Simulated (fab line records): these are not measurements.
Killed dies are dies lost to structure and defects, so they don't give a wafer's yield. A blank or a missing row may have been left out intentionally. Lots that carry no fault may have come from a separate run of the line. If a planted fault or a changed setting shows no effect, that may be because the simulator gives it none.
Matching of chambers -- flow nand_harc -- NHARC_A_BONDPAD_DESCUM_11 on rie_diel-06: 4 sister chambers
The step chemistry O2, time 3 s. 18 wafers are shown with their chamber, then 9 later ones without.

WAFERS, EACH WITH ITS CHAMBER
wafer,chamber,showerhead_plenum_p_Torr (Torr),drypump_motor_current_A (A),oes_product_au (a.u.)
L902.1,1,1.87,5.8,1.009
L902.3,3,2.05,6.0,0.999
L902.5,1,1.87,5.8,1.001
L903.1,1,1.87,5.8,0.992
L903.3,3,2.05,6.0,0.983
L903.4,2,2.06,4.8,0.985
L912.2,3,2.05,6.0,1.005
L912.3,0,1.97,5.7,0.984
L912.6,2,2.06,4.8,0.995
L913.4,0,1.97,5.8,0.982
L913.5,2,2.06,4.8,0.996
L913.6,1,1.87,5.7,0.989
L920.3,1,1.86,5.8,1.011
L920.4,0,1.97,5.7,0.986
L920.5,1,1.86,5.8,1.016
L922.4,0,1.97,5.7,0.988
L922.5,1,1.86,5.8,1.005
L922.6,2,2.05,4.8,1.005

SIGNATURES (averages over the wafers above)
reading,chamber 0,chamber 1,chamber 2,chamber 3,scatter within a chamber
showerhead_plenum_p_Torr,1.9700,1.8657,2.0575,2.0500,0.0042
drypump_motor_current_A,5.725,5.786,4.800,6.000,0.0339
oes_product_au,0.98500,1.00329,0.99525,0.99567,0.00875
Rule: for each reading, subtract the chamber's mean from the wafer's reading, divide by that reading's scatter and square the result; add these up over the readings and take the root, which gives the wafer's distance from the chamber. The wafer belongs to the nearest chamber; if the next one is less than 2 further off, it can't be placed. The scatter: take each reading less its chamber's mean, square it, sum over the shown wafers, divide by the number of wafers less the number of chambers, and take the root.

WAFERS WITHOUT THEIR CHAMBER
wafer,showerhead_plenum_p_Torr (Torr),drypump_motor_current_A (A),oes_product_au (a.u.)
L924.1,1.86,5.8,0.999
L924.4,1.86,5.8,0.992
L924.5,1.97,5.8,0.986
L923.2,2.05,6.0,0.988
L923.4,2.05,6.0,0.990
L923.5,1.97,5.8,0.976
L925.1,2.05,4.8,0.998
L925.3,1.86,5.8,1.011
L925.5,1.96,5.8,0.992

THE CHAMBER EACH PASSED THROUGH
wafer,from the rows above,in truth
L924.1,1,1
L924.4,1,1
L924.5,0,0
L923.2,3,3
L923.4,3,3
L923.5,0,0
L925.1,2,2
L925.3,1,1
L925.5,0,0
Correct placement for 9 of the 9. From these rows, 0 cannot be placed. Placed wrongly: 0.
